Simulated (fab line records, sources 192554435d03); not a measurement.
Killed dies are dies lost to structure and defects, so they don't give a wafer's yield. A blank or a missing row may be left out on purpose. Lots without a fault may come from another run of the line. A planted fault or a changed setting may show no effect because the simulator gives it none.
Which tool did it? | flow n5_finfet | 10 lots, 30 wafers sampled, at 4 steps of a route of 1938

WHAT THE GAUGES READ, wafer by wafer
N5_BEOL_M4_RC_MEAS_101.
lot  | measured     | on        | RC_N (ohm.um)
L295 | day 10 21:20 | prober-01 | 15.6 15.9 15.4
L297 | day 10 23:23 | prober-01 | 15.3 15.2 15.3
L300 | day 11 19:07 | prober-01 | 26.8 26.7 26.6
L303 | day 13 07:55 | prober-01 | 27.1 26.9 27.4
L309 | day 14 08:27 | prober-02 | 14.8 15.0 14.8
L311 | day 15 02:08 | prober-02 | 15.4 15.6 15.4
L312 | day 15 06:29 | prober-01 | 15.4 15.2 15.6
L314 | day 15 07:17 | prober-02 | 15.2 15.4 15.6
L316 | day 15 15:10 | prober-01 | 15.8 15.3 15.5
L317 | day 16 15:03 | prober-02 | 14.8 15.1 15.3

WHICH TOOL RAN EACH LOT (tool, then ch and the chambers of the sampled wafers, then the start)
lot  | N5_MOL_CONTACT_COAG_IMPLANT_129 | N5_MOL_CONTACT_COAG_TI_SIL_19 | N5_MOL_CONTACT_COAG_SPUTTER_130
L295 | implanter-01 ch 0, day 4 20:54  | pvd_sputter-02, day 4 21:40   | pvd_sputter-03, day 5 01:26
L297 | implanter-01 ch 0, day 5 04:09  | pvd_sputter-01, day 5 05:31   | pvd_sputter-03, day 5 10:10
L300 | implanter-01 ch 0, day 5 22:36  | pvd_sputter-01, day 5 23:08   | pvd_sputter-02, day 6 05:02
L303 | implanter-01 ch 0, day 6 18:03  | pvd_sputter-01, day 6 20:08   | pvd_sputter-01, day 6 23:53
L309 | implanter-02 ch 0, day 8 06:22  | pvd_sputter-03, day 8 07:23   | pvd_sputter-02, day 8 12:22
L311 | implanter-02 ch 0, day 8 15:47  | pvd_sputter-01, day 8 16:44   | pvd_sputter-01, day 8 22:53
L312 | implanter-01 ch 0, day 9 00:52  | pvd_sputter-01, day 9 01:32   | pvd_sputter-01, day 9 06:51
L314 | implanter-01 ch 0, day 9 15:01  | pvd_sputter-02, day 9 15:28   | pvd_sputter-03, day 9 20:22
L316 | implanter-01 ch 0, day 10 02:14 | pvd_sputter-01, day 10 02:53  | pvd_sputter-01, day 10 06:37
L317 | implanter-01 ch 0, day 10 04:29 | pvd_sputter-02, day 10 04:55  | pvd_sputter-02, day 10 09:36
- N5_MOL_CONTACT_COAG_IMPLANT_129
- N5_MOL_CONTACT_COAG_TI_SIL_19: material Ti, target thk 4.2 nm, time 15 s.
- N5_MOL_CONTACT_COAG_SPUTTER_130: material Co, target thk 47.5 nm.

THE ANSWER, worked out from the rows above alone
Rule: what is usual is taken from the lots themselves. Put in order of their means at a reading, lots are off if they are a third of the lots or fewer, leave a main group of 4 or more, and stand apart from it by a gap of 3 or more times the standard deviation of the main group's means; of several such gaps the widest counts. A main group whose means are all the same, to the digits that the tables above print for the reading, isn't used. A lot without any number at a reading at which 4 lots or more have one is off too. The other lots that the step has rows for count as sound.
Off: L300, L303, at N5_BEOL_M4_RC_MEAS_101 (RC_N). The main group: mean 15.3 ohm.um, standard deviation 0.24.
A tool fits if, at a process step before that reading, it ran every lot that is off, and no sound lot after the first of them. The gauges at N5_BEOL_M4_RC_MEAS_101 are tried like those tools. None of those tried fits.

WHAT THE SIMULATOR HAD PUT IN
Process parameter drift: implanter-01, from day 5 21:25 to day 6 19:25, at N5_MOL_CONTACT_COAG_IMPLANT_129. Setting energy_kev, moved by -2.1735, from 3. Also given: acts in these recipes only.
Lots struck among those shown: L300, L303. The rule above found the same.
